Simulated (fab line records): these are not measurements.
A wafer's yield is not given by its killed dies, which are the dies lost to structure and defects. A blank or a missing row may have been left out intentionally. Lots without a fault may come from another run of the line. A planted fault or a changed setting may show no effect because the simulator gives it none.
Which tool did it? | flow nandHarc | Sampling: 24 lots, 72 wafers, 5 of 1159 route steps

WHAT THE GAUGES SHOWED, per wafer
NHARC_P_BONDPAD_THK_MEAS_33: measures by ellipsometry. Usual: thkNm at 200.3 nm, with a standard deviation of 1.6.
lot  | measured     | on           | thkNm (nm)        | flag
L074 | day 6 08:01  | filmMetro-02 | 199.5 199.3 200.9 | 
L075 | day 6 16:16  | filmMetro-02 | 199.5 202.7 199.9 | 
L076 | day 6 17:53  | filmMetro-02 | 200.0 201.2 198.4 | 
L077 | day 7 00:29  | filmMetro-02 | 202.6 202.0 203.2 | 
L078 | day 7 10:30  | filmMetro-02 | 199.4 201.0 199.3 | 
L079 | day 7 18:31  | filmMetro-01 | 199.5 199.3 199.9 | 
L080 | day 7 21:25  | filmMetro-02 | 202.0 199.4 201.9 | 
L081 | day 8 07:05  | filmMetro-01 | 199.5 202.3 198.9 | 
L082 | day 8 07:40  | filmMetro-01 | 201.9 199.1 199.0 | 
L083 | day 8 18:50  | filmMetro-01 | 199.0 195.6 198.8 | 
L084 | day 8 19:49  | filmMetro-01 | 201.1 199.6 201.3 | 
L085 | day 9 08:35  | filmMetro-01 | 199.6 198.3 198.6 | 
L087 | day 9 09:49  | filmMetro-02 | 201.7 203.2 201.8 | 
L086 | day 9 10:34  | filmMetro-01 | 199.9 203.6 198.1 | 
L088 | day 9 19:06  | filmMetro-02 | 201.0 200.6 198.6 | 
L089 | day 10 09:21 | filmMetro-01 | 199.2 201.8 202.1 | 
L090 | day 10 11:40 | filmMetro-01 | 201.3 202.1 200.8 | 
L091 | day 10 12:31 | filmMetro-01 | 198.6 201.9 198.4 | 
L092 | day 10 21:55 | filmMetro-01 | 201.9 201.8 198.4 | 
L093 | day 11 07:25 | filmMetro-02 | 201.6 200.1 203.6 | 
L094 | day 11 07:42 | filmMetro-02 | 200.7 197.7 202.8 | 
L096 | day 11 15:49 | filmMetro-02 | 200.9 198.8 197.2 | 
L095 | day 11 16:03 | filmMetro-01 | 200.4 198.3 200.6 | 
L097 | day 11 19:23 | filmMetro-01 | 200.9 196.1 200.1 | 

NHARC_P_BONDPAD_INSPECT_23. Usual: rawDefectCount at 337, with a standard deviation of 130.
lot  | measured     | on               | rawDefectCount | flag
L074 | day 6 11:22  | defectInspect-01 | 204 207 289    | 
L075 | day 6 19:39  | defectInspect-02 | 313 282 242    | 
L076 | day 6 23:41  | defectInspect-01 | 194 153 194    | 
L077 | day 7 03:58  | defectInspect-02 | 181 183 192    | 
L078 | day 7 13:52  | defectInspect-02 | 241 258 324    | 
L079 | day 7 21:50  | defectInspect-01 | 335 375 575    | 
L080 | day 8 00:50  | defectInspect-02 | 445 255 192    | 
L081 | day 8 10:32  | defectInspect-01 | 361 685 332    | 
L082 | day 8 11:06  | defectInspect-02 | 421 427 528    | 
L083 | day 8 22:04  | defectInspect-01 | 679 409 382    | 
L084 | day 8 23:02  | defectInspect-02 | 221 249 267    | 
L085 | day 9 11:58  | defectInspect-02 | 444 287 706    | 
L087 | day 9 13:13  | defectInspect-02 | 278 306 267    | 
L086 | day 9 14:25  | defectInspect-02 | 229 274 265    | 
L088 | day 9 22:26  | defectInspect-01 | 201 254 226    | 
L089 | day 10 12:43 | defectInspect-02 | 274 290 375    | 
L090 | day 10 15:00 | defectInspect-01 | 201 173 184    | 
L091 | day 10 15:50 | defectInspect-02 | 215 259 217    | 
L092 | day 11 01:17 | defectInspect-02 | 173 325 318    | 
L093 | day 11 10:42 | defectInspect-01 | 391 422 307    | 
L094 | day 11 11:10 | defectInspect-02 | 387 296 383    | 
L096 | day 11 19:11 | defectInspect-02 | 264 399 317    | 
L095 | day 11 19:29 | defectInspect-02 | 356 333 159    | 
L097 | day 11 22:44 | defectInspect-01 | 754 440 348    | 

NHARC_A_CHANNEL_HOLE_D1_OVL_MEAS_11. Usual: overlayXNm 0.0 nm, standard deviation 0.68; overlayYNm -0.1 nm, standard deviation 0.69.
lot  | measured     | on         | overlayXNm (nm) | overlayYNm (nm) | flag
L074 | day 8 05:53  | overlay-02 | 1.2 0.5 0.9     | 1.3 0.5 0.5     | 
L075 | day 8 13:50  | overlay-01 | -1.0 -0.7 -1.3  | -0.2 -0.1 -0.1  | 
L076 | day 8 17:34  | overlay-02 | -0.1 0.2 0.0    | 0.2 0.3 0.0     | 
L077 | day 8 20:51  | overlay-02 | -0.9 -0.5 -0.5  | -0.9 -0.6 -0.5  | 
L078 | day 9 07:09  | overlay-02 | 0.2 0.6 0.1     | 0.0 0.2 -0.2    | 
L079 | day 9 17:38  | overlay-02 | 0.0 -0.4 0.2    | -1.0 -1.1 -1.1  | 
L080 | day 9 17:28  | overlay-01 | 0.5 0.7 0.6     | 0.7 -0.1 0.2    | 
L081 | day 10 02:49 | overlay-02 | 0.8 0.6 0.6     | -0.5 -0.3 0.2   | 
L082 | day 10 02:31 | overlay-01 | -1.1 -0.9 -1.0  | -0.4 0.2 0.0    | 
L083 | day 10 13:19 | overlay-01 | -0.7 -0.4 -0.2  | -0.5 -0.2 -0.9  | 
L084 | day 10 13:08 | overlay-01 | 0.6 0.9 0.2     | 0.4 0.6 0.8     | 
L085 | day 11 08:37 | overlay-01 | 0.2 -0.1 -0.2   | 0.1 1.6 1.0     | 
L087 | day 11 08:19 | overlay-01 | 0.4 0.2 0.2     | 0.1 0.0 0.1     | 
L086 | day 11 08:52 | overlay-02 | 0.0 -0.5 -0.1   | 0.3 -0.1 0.1    | 
L088 | day 11 20:16 | overlay-01 | 0.3 0.8 0.7     | -0.3 -0.4 -0.4  | 
L089 | day 12 04:11 | overlay-02 | 0.2 0.0 -0.3    | 0.2 0.4 0.4     | 
L090 | day 12 04:02 | overlay-02 | -0.5 -0.1 -0.2  | 0.3 -0.3 0.1    | 
L091 | day 12 04:38 | overlay-01 | 0.7 0.9 1.1     | 0.0 0.8 0.1     | 
L092 | day 12 16:12 | overlay-01 | 0.1 0.3 0.0     | -0.1 -0.3 -1.2  | 
L093 | day 13 02:16 | overlay-01 | 0.5 0.9 0.3     | -1.5 -2.2 -2.2  | 
L094 | day 13 02:29 | overlay-02 | 0.0 -0.4 -0.7   | -0.1 -0.1 -0.2  | 
L096 | day 13 15:35 | overlay-02 | -1.5 -1.1 -1.3  | 0.5 0.4 0.5     | 
L095 | day 13 17:32 | overlay-02 | 0.2 0.5 0.2     | -0.8 -0.6 -0.9  | 
L097 | day 13 15:49 | overlay-02 | -1.1 -1.1 -0.6  | -0.6 -0.2 -0.6  | 

TOOL THAT RAN EACH LOT (tool first, then ch and the chambers of the sampled wafers, then the start)
lot  | NHARC_P_CONTACT_ETCH_18                      | NHARC_P_M0_PRE_CLEAN_31
L074 | rieDiel-03 ch 1,3, day 5 21:59 or earlier    | pecvd-02 ch 0, day 5 21:59
L075 | rieDiel-07 ch 0,2,3, day 6 06:55 or earlier  | pecvd-03 ch 0,2, day 6 06:55
L076 | rieDiel-07 ch 0,3, day 6 07:43 or earlier    | pecvd-02 ch 1,2, day 6 07:43
L077 | rieDiel-03 ch 2,3, day 6 15:13 or earlier    | pecvd-03 ch 0,2, day 6 15:13
L078 | rieDiel-07 ch 1,2,3, day 7 01:03 or earlier  | pecvd-02 ch 1,2, day 7 01:03
L079 | rieDiel-13 ch 0,1,3, day 7 08:59 or earlier  | pecvd-04 ch 1,2, day 7 08:59
L080 | rieDiel-07 ch 1,2,3, day 7 12:05 or earlier  | pecvd-03 ch 1,2, day 7 12:05
L081 | rieDiel-07 ch 0,3, day 7 20:53 or earlier    | pecvd-03 ch 2, day 7 20:53
L082 | rieDiel-03 ch 0,2,3, day 7 21:26 or earlier  | pecvd-04 ch 0,1,2, day 7 21:26
L083 | rieDiel-07 ch 1,2,3, day 8 09:11 or earlier  | pecvd-03 ch 1,2, day 8 09:11
L084 | rieDiel-03 ch 0,2,3, day 8 09:40 or earlier  | pecvd-04 ch 0,1,2, day 8 09:40
L085 | rieDiel-03 ch 0,1,2, day 8 23:14 or earlier  | pecvd-04 ch 0,1,2, day 8 23:14
L087 | rieDiel-03 ch 2,3, day 9 00:22 or earlier    | pecvd-02 ch 0,1,2, day 9 00:22
L086 | rieDiel-03 ch 1,3, day 9 00:50 or earlier    | pecvd-02 ch 1,2, day 9 00:50
L088 | rieDiel-07 ch 0,1,2, day 9 09:47 or earlier  | pecvd-03 ch 0,1,2, day 9 09:47
L089 | rieDiel-13 ch 1,3, day 9 23:37 or earlier    | pecvd-02 ch 0,2, day 9 23:37
L090 | rieDiel-03 ch 0,2,3, day 10 02:17 or earlier | pecvd-03 ch 0,1,2, day 10 02:17
L091 | rieDiel-07 ch 0,1,2, day 10 02:27 or earlier | pecvd-02 ch 0,1,2, day 10 02:27
L092 | rieDiel-13 ch 0,1, day 10 12:16 or earlier   | pecvd-02 ch 0,1, day 10 12:16
L093 | rieDiel-07 ch 1,2,3, day 10 19:56 or earlier | pecvd-03 ch 0,1, day 10 19:56
L094 | rieDiel-07 ch 1,2,3, day 10 20:28 or earlier | pecvd-02 ch 0,1,2, day 10 20:28
L096 | rieDiel-13 ch 1,2,3, day 11 06:02 or earlier | pecvd-04 ch 0,1,2, day 11 06:02
L095 | rieDiel-07 ch 1,3, day 11 06:22 or earlier   | pecvd-04 ch 0,2, day 11 06:22
L097 | rieDiel-03 ch 1,2,3, day 11 09:44 or earlier | pecvd-03 ch 0,1, day 11 09:44
- NHARC_P_CONTACT_ETCH_18: etches the open film in C4F8/O2/Ar, target depth 481 nm, time 240.5 s.
- NHARC_P_M0_PRE_CLEAN_31: time 12 s.

AS READ BY THE TOOLS THEMSELVES (means over the sampled wafers that have a number; for cases with no such wafer, the mark the record gives instead)
NHARC_P_CONTACT_ETCH_18. Usual: oesProductAu 0.959 a.u., standard deviation 0.019; rfVppV 979 V, standard deviation 6.5.
lot  | tool       | oesProductAu (a.u.) | rfVppV (V) | flag
L074 | rieDiel-03 | 0.957               | 985        | 
L075 | rieDiel-07 | 0.977               | 979        | 
L076 | rieDiel-07 | 0.976               | 976        | 
L077 | rieDiel-03 | 0.928               | 986        | 
L078 | rieDiel-07 | 0.933               | 977        | 
L079 | rieDiel-13 | 0.959               | 982        | 
L080 | rieDiel-07 | 0.970               | 978        | 
L081 | rieDiel-07 | 0.966               | 975        | 
L082 | rieDiel-03 | 0.966               | 983        | 
L083 | rieDiel-07 | 0.962               | 977        | 
L084 | rieDiel-03 | 0.930               | 984        | 
L085 | rieDiel-03 | 0.969               | 979        | 
L087 | rieDiel-03 | 0.964               | 985        | 
L086 | rieDiel-03 | 0.960               | 981        | 
L088 | rieDiel-07 | 0.963               | 972        | 
L089 | rieDiel-13 | 0.953               | 980        | 
L090 | rieDiel-03 | 0.953               | 983        | 
L091 | rieDiel-07 | 0.935               | 971        | 
L092 | rieDiel-13 | 0.963               | 984        | 
L093 | rieDiel-07 | 0.969               | 977        | 
L094 | rieDiel-07 | 0.953               | 977        | 
L096 | rieDiel-13 | 0.959               | 979        | 
L095 | rieDiel-07 | 0.980               | 979        | 
L097 | rieDiel-03 | 0.957               | 983        | 

NHARC_P_M0_PRE_CLEAN_31. Usual: heaterPowerW at 671 W, with a standard deviation of 50.
lot  | tool     | heaterPowerW (W) | flag
L074 | pecvd-02 | 607              | 
L075 | pecvd-03 | 649              | 
L076 | pecvd-02 | 723              | 
L077 | pecvd-03 | 674              | 
L078 | pecvd-02 | 685              | 
L079 | pecvd-04 | 648              | 
L080 | pecvd-03 | 600              | 
L081 | pecvd-03 | 670              | 
L082 | pecvd-04 | 664              | 
L083 | pecvd-03 | 621              | 
L084 | pecvd-04 | 678              | 
L085 | pecvd-04 | 630              | 
L087 | pecvd-02 | 686              | 
L086 | pecvd-02 | 691              | 
L088 | pecvd-03 | 646              | 
L089 | pecvd-02 | 690              | 
L090 | pecvd-03 | 668              | 
L091 | pecvd-02 | 676              | 
L092 | pecvd-02 | 664              | 
L093 | pecvd-03 | 642              | 
L094 | pecvd-02 | 707              | 
L096 | pecvd-04 | 712              | 
L095 | pecvd-04 | 733              | 
L097 | pecvd-03 | 686              | 

THE ANSWER, worked out from the rows above alone
Rule: a lot counts as off when the mean over its wafers that have a number is more than 3 standard deviations away from the usual mean. A lot without any number at a reading at which 4 lots or more have one is off too. Where the step has rows for the other lots, those lots are counted as sound. The gauges are gone through in route order, then the tools' own readings, and for those a lot's mean is taken as printed above. At the first step where some lot is off, the reading lying furthest off is the one used; lots without a number count as furthest.
None of the lots is off at any reading shown; this tells nothing.

WHAT HAD BEEN PUT IN BY THE SIMULATOR
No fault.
